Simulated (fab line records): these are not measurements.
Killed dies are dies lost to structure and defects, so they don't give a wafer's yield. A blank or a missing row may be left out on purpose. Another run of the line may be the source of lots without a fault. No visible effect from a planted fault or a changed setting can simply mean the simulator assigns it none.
A sampling plan put to the test ; flow nandHarc ; one fab line, 45 faults that these records tell of, each judged on the records of the lots that it struck; 1 more is left out, because the records don't allow judging it
Plan = the line's own looks (route steps where a gauge or an inspection reads the wafer without altering it). A look can be judged if struck wafers have a number there and the file gives its usual mean and standard deviation on fault-free wafers. Caught: at a look after the fault's first step, the mean of the struck wafers lies 4 or more of those standard deviations (sigma) from the usual mean. On the tool: the same test on the tool's own readings at the fault's steps. Also counted as caught: the struck wafers showing another recipe, or a record that is empty for them alone.

== THE FAULTS, as the simulator had put them in ==
1. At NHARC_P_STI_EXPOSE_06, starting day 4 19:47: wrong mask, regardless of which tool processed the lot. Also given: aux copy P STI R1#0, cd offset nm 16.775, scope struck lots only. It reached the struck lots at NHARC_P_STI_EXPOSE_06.
2. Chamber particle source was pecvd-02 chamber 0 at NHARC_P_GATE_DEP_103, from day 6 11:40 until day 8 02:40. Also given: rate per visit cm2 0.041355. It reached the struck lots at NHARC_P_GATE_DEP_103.
3. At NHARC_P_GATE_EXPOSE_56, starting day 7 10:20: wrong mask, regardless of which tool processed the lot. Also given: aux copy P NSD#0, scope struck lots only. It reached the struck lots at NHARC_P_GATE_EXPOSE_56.
4. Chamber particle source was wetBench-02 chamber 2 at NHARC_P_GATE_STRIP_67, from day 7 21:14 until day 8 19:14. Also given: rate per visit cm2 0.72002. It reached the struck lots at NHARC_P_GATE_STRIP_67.
5. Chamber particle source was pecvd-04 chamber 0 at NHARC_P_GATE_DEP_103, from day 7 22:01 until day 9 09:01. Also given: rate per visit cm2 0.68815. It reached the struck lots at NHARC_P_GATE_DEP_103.
6. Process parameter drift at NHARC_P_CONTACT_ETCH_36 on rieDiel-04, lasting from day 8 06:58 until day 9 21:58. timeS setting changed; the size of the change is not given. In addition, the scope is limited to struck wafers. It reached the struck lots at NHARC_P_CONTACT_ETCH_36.
7. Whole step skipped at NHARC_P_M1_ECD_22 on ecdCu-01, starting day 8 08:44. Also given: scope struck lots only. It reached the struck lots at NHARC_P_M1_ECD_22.
8. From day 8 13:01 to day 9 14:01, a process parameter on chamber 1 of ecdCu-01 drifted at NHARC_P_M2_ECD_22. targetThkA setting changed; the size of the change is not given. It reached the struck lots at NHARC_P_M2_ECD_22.
9. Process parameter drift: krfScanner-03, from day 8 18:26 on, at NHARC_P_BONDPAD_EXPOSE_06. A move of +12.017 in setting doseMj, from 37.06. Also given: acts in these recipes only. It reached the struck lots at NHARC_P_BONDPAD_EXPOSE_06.
10. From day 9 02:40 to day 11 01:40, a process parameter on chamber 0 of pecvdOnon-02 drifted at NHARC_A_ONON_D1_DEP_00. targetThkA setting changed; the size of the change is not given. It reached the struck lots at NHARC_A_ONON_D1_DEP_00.
11. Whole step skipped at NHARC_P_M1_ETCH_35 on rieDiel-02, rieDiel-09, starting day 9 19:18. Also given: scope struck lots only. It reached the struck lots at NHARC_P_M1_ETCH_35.
12. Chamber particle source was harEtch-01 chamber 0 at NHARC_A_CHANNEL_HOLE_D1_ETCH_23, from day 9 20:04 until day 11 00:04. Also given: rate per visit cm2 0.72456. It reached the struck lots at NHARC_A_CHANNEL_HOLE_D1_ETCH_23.
13. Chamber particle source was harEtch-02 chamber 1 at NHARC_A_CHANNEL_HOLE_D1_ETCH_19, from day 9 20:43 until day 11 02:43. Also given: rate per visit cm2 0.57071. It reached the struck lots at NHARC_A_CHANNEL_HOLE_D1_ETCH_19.
14. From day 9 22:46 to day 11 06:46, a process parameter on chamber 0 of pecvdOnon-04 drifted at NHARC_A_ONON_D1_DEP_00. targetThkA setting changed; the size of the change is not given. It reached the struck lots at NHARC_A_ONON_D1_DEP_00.
15. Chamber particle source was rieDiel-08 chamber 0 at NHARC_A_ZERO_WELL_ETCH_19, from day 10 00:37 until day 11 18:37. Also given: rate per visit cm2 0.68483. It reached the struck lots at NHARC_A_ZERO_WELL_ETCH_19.
16. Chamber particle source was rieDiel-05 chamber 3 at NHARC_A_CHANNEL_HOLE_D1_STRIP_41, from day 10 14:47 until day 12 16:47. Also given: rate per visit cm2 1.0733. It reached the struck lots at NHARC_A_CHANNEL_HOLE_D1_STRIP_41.
17. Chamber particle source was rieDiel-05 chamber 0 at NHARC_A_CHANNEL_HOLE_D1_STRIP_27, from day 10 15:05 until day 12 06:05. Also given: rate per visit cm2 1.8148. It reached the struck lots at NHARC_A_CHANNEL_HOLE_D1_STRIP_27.
18. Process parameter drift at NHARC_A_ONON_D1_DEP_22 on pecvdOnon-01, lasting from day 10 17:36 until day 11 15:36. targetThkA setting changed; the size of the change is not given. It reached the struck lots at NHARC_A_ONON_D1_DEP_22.
19. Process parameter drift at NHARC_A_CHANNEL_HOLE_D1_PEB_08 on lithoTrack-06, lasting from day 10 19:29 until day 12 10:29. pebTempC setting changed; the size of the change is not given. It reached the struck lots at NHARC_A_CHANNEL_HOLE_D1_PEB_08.
20. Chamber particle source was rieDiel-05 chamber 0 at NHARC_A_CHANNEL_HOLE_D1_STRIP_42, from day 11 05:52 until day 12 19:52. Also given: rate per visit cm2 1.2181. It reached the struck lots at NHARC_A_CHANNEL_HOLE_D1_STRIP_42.
21. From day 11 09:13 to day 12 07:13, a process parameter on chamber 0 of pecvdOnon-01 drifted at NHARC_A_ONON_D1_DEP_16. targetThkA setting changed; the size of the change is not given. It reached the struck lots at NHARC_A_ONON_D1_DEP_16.
22. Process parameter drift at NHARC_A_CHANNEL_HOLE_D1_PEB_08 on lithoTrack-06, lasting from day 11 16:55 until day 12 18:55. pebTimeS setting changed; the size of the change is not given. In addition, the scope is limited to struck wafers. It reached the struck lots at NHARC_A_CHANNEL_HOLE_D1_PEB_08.
23. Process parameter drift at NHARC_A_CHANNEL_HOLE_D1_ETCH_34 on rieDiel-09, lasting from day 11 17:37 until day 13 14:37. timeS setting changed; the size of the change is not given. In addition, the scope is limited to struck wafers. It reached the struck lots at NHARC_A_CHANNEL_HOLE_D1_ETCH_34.
24. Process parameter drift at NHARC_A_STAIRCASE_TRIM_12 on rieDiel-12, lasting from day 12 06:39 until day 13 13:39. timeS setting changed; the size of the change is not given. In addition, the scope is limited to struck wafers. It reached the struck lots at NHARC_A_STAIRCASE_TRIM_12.
25. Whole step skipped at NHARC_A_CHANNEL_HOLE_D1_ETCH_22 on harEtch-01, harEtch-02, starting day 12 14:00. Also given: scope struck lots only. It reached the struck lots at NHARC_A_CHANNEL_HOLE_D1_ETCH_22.
26. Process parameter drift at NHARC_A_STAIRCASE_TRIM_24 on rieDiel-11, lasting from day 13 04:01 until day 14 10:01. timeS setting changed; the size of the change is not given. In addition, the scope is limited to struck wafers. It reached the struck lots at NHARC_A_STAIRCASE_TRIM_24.
27. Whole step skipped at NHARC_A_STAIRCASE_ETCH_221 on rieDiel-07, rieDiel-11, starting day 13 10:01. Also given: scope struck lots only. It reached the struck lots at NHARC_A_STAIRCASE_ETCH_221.
28. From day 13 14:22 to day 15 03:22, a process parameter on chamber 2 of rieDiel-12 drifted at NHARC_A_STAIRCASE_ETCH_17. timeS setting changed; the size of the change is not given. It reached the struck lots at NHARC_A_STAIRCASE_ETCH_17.
29. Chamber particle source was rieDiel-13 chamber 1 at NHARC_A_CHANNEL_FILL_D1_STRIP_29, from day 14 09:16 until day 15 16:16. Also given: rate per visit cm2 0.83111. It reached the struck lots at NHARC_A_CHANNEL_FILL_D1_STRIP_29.
30. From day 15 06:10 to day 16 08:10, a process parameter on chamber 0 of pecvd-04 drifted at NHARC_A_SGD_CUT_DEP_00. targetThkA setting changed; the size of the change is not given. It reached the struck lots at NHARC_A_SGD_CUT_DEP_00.
31. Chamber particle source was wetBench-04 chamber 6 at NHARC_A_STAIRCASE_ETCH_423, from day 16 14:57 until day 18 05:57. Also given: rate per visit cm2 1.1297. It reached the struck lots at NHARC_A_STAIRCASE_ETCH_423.
32. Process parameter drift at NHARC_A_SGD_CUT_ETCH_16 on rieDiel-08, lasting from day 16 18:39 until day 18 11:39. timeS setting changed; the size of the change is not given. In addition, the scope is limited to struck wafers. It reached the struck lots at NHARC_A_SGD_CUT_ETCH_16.
33. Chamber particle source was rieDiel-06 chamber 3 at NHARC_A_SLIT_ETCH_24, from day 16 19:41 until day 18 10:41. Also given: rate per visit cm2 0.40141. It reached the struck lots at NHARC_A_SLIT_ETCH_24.
34. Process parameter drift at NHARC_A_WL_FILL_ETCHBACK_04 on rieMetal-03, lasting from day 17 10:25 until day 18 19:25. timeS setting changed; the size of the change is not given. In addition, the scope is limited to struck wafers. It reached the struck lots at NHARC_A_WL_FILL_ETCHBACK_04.
35. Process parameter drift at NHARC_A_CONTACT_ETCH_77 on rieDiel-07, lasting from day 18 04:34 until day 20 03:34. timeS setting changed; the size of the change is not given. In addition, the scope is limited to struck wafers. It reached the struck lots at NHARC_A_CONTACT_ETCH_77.
36. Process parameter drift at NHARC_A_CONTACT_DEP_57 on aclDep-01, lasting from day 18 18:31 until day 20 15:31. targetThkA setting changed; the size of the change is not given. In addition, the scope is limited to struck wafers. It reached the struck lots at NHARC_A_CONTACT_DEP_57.
37. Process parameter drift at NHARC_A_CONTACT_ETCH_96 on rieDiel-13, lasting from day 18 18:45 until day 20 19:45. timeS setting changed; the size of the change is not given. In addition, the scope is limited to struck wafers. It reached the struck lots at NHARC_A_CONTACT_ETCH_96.
38. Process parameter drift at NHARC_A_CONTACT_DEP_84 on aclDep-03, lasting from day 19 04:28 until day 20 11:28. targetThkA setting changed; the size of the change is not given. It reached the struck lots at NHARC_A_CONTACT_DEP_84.
39. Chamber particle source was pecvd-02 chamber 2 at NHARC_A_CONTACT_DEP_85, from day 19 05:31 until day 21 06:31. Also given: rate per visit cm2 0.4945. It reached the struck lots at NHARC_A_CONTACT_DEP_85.
40. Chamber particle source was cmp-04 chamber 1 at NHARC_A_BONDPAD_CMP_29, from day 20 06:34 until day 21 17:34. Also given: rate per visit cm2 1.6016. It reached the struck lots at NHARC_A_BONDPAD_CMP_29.
41. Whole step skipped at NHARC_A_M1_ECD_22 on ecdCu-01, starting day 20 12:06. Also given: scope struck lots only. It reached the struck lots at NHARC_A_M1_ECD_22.
42. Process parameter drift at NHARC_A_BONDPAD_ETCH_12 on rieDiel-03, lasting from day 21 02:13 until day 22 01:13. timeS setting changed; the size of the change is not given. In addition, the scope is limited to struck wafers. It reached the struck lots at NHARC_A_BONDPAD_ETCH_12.
43. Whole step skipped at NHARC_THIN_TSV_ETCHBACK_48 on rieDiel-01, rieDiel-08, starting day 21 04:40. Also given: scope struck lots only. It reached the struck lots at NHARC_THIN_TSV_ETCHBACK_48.
44. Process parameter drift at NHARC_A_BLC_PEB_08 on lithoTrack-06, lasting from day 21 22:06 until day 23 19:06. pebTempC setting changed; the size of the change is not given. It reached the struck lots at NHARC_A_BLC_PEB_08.
45. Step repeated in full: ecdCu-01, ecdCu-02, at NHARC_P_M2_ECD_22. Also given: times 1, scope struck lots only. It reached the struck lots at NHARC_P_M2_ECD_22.

== WHAT THE PLAN SAW ==
fault;on the tool itself;first look that catches it;reading, sigma;median hours from its first step to that look;hours from the fault's start to the first struck lot there;judged looks passed uncaught
1;no reading that can be judged;NHARC_P_STI_CD_MEAS_09;cdNm +5.8;0.2;3;0
2;under 2 sigma;NHARC_P_GATE_INSPECT_28;rawDefectCount +9.3;0.7;3;0
3;no reading that can be judged;NHARC_END_SORT_01;killedAtPeriphery +99 or beyond;416.2;417;0
4;no reading that can be judged;NHARC_P_GATE_INSPECT_68;rawDefectCount +6.3;0.4;12;0
5;under 2 sigma;NHARC_P_GATE_INSPECT_28;rawDefectCount +99 or beyond;0.8;9;0
6;runLengthS -99 or beyond sigma;NHARC_END_SORT_01;killedAtPeriphery +99 or beyond;395.0;407;1
7;the tool's record is blank for the struck wafers;NHARC_P_M1_THK_MEAS_24;thkNm -71;1.0;4;0
8;under 2 sigma;none of the 2 looks that can be judged after it;-;-;-;2
9;exposureDoseMJCm2 +99 or beyond sigma;none of the 2 looks that can be judged after it;strongest: cdNm at NHARC_P_BONDPAD_CD_MEAS_09, +3.3;-;-;2
10;under 2 sigma;NHARC_A_ONON_D1_THK_MEAS_02;thkNm -41;0.5;7;0
11;the tool's record is blank for the struck wafers;NHARC_END_SORT_01;killedAtPeriphery +99 or beyond;383.5;383;0
12;under 2 sigma;NHARC_A_CHANNEL_HOLE_D1_INSPECT_40;rawDefectCount +30;4.0;13;0
13;under 2 sigma;NHARC_A_CHANNEL_HOLE_D1_INSPECT_40;rawDefectCount +22;5.8;13;0
14;no reading that can be judged;NHARC_A_ONON_D1_THK_MEAS_02;thkNm +59;0.5;4;0
15;under 2 sigma;NHARC_A_ZERO_WELL_INSPECT_17;rawDefectCount +68;1.2;9;0
16;no reading that can be judged;NHARC_A_CHANNEL_HOLE_D1_INSPECT_40;rawDefectCount +45;1.2;7;0
17;under 2 sigma;NHARC_A_CHANNEL_HOLE_D1_INSPECT_40;rawDefectCount +74;0.9;7;0
18;no reading that can be judged;NHARC_A_ONON_D1_THK_MEAS_24;thkNm +64;0.5;10;0
19;plateTempC +91 sigma;NHARC_A_CHANNEL_HOLE_D1_CD_MEAS_10;cdNm +38;0.1;3;0
20;no reading that can be judged;NHARC_A_CHANNEL_HOLE_D1_INSPECT_40;rawDefectCount +52;1.4;10;0
21;no reading that can be judged;NHARC_A_ONON_D1_THK_MEAS_18;thkNm -33;0.5;8;0
22;no reading that can be judged;NHARC_A_CHANNEL_HOLE_D1_CD_MEAS_10;cdNm +28;0.1;7;0
23;runLengthS -13 sigma;NHARC_END_SORT_01;killedDies +4.8;322.3;329;0
24;runLengthS +99 or beyond sigma;NHARC_END_SORT_01;killedDies +22;281.6;288;0
25;the tool's record is blank for the struck wafers;NHARC_A_CHANNEL_HOLE_D1_CD_MEAS_30;cdNm -59;4.6;9;0
26;runLengthS -99 or beyond sigma;NHARC_END_SORT_01;killedDies +41;275.2;275;0
27;the tool's record is blank for the struck wafers;NHARC_END_SORT_01;killedDies +53;267.4;268;0
28;runLengthS -24 sigma;NHARC_END_SORT_01;killedDies +45;265.7;279;0
29;only faintly: throttleValvePct -2.0 sigma;NHARC_END_SORT_01;killedAtArray +7.7;266.0;292;0
30;under 2 sigma;NHARC_END_SORT_01;killedDies +7.0;202.4;217;1
31;no reading that can be judged;NHARC_END_SORT_01;killedAtArray +7.6;199.8;205;2
32;runLengthS +33 sigma;NHARC_END_SORT_01;killedAtArray +40;205.2;210;0
33;under 2 sigma;NHARC_END_SORT_01;killedDies +5.7;190.0;193;1
34;runLengthS -99 or beyond sigma;NHARC_END_SORT_01;killedDies +53;170.7;177;0
35;runLengthS -23 sigma;NHARC_END_SORT_01;killedDies +23;131.7;175;0
36;only faintly: throttleValvePct -2.0 sigma;NHARC_END_SORT_01;killedDies +51;133.4;155;0
37;runLengthS -10 sigma;NHARC_END_SORT_01;killedAtArray +35;133.9;139;1
38;under 2 sigma;NHARC_END_SORT_01;killedDies +6.3;124.9;130;0
39;under 2 sigma;NHARC_A_CONTACT_INSPECT_10;rawDefectCount +21;0.8;5;0
40;under 2 sigma;NHARC_END_SORT_01;defectLimitedYield -43;104.1;103;1
41;the tool's record is blank for the struck wafers;NHARC_A_M1_THK_MEAS_24;thkNm -73;1.0;9;0
42;runLengthS -41 sigma;NHARC_END_SORT_01;sort_bin_2_pct +99 or beyond;108.9;116;1
43;the tool's record is blank for the struck wafers;NHARC_END_SORT_01;killedAtOther +99 or beyond;16.5;63;0
44;plateTempC -7.0 sigma;not the one look that can be judged after it;strongest: cdNm at NHARC_A_BLC_CD_MEAS_10, -3.8;-;-;1
45;no reading that can be judged;no look after it can be judged;-;-;-;0
A dash: this means the fault isn't caught or the number doesn't appear in these records.

Caught at a look: 41 of 45. Caught on the tool: 19 of 45. By one or the other: 43 of 45.
Faults caught by the tool alone: 9, 44.
Caught at a look alone: faults 1, 2, 3, 4, 5, 10, 12, 13, 14, 15, 16, 17, 18, 20, 21, 22, 29, 30, 31, 33, 36, 38, 39, 40.
Caught by neither: faults 8, 45.

== THINNER SAMPLING ==
In the worst case, this is how late the first struck lot would be measured if the look that catches a fault measured only every second or every third lot, by lot number:
fault;struck lots at that look, in order of time;every lot;every second lot;every third lot
1;L965;3 h;may miss it;may miss it
2;L940, L941;3 h;11 h;may miss all 2
3;L749;417 h;may miss it;may miss it
4;L557;12 h;may miss it;may miss it
5;L269, L270;9 h;21 h;may miss all 2
6;L126, L124, L127;407 h;416 h;may miss all 3
7;L304, L305;4 h;9 h;may miss all 2
10;L865, L871;7 h;may miss all 2;may miss all 2
11;L398, L399;383 h;391 h;may miss all 2
12;L361, L362;13 h;26 h;may miss all 2
13;L657, L658;13 h;27 h;may miss all 2
14;L432, L435;4 h;17 h;may miss all 2
15;L147, L149;9 h;may miss all 2;may miss all 2
16;L419, L423;7 h;may miss all 2;may miss all 2
17;L184, L188;7 h;may miss all 2;may miss all 2
18;L236, L234;10 h;may miss all 2;may miss all 2
19;L240, L241;3 h;15 h;may miss all 2
20;L892, L893;10 h;26 h;may miss all 2
21;L644, L646;8 h;may miss all 2;may miss all 2
22;L391, L392;7 h;9 h;may miss all 2
23;L310, L311, L313;329 h;337 h;may miss all 3
24;L866, L864;288 h;may miss all 2;may miss all 2
25;L853, L856, L854;9 h;15 h;may miss all 3
26;L508, L510, L511;275 h;283 h;may miss all 3
27;L845, L848;268 h;273 h;may miss all 2
28;L293;279 h;may miss it;may miss it
29;L302;292 h;may miss it;may miss it
30;L532, L530;217 h;may miss all 2;may miss all 2
31;L874;205 h;may miss it;may miss it
32;L769;210 h;may miss it;may miss it
33;L619;193 h;may miss it;may miss it
34;L373, L372, L374;177 h;177 h;186 h
35;L850;175 h;may miss it;may miss it
36;L861;155 h;may miss it;may miss it
37;L285, L290;139 h;163 h;may miss all 2
38;L594, L598;130 h;may miss all 2;may miss all 2
39;L310;5 h;may miss it;may miss it
40;L938, L942;103 h;may miss all 2;may miss all 2
41;L494, L496;9 h;may miss all 2;may miss all 2
42;L410;116 h;may miss it;may miss it
43;L422, L421, L423;63 h;65 h;72 h
Hours count from the start of the fault until the first struck lot that is measured. Since the struck wafers were tested as one group against 4 sigma, a single lot by itself may lie under the limit. Other struck lots may not be in these records.

== THE LONGEST TIMED WAY FROM STEP TO LOOK ==
Fault 3: median gap of 416.2 hours between NHARC_P_GATE_EXPOSE_56 and NHARC_END_SORT_01. No look between them can be judged.
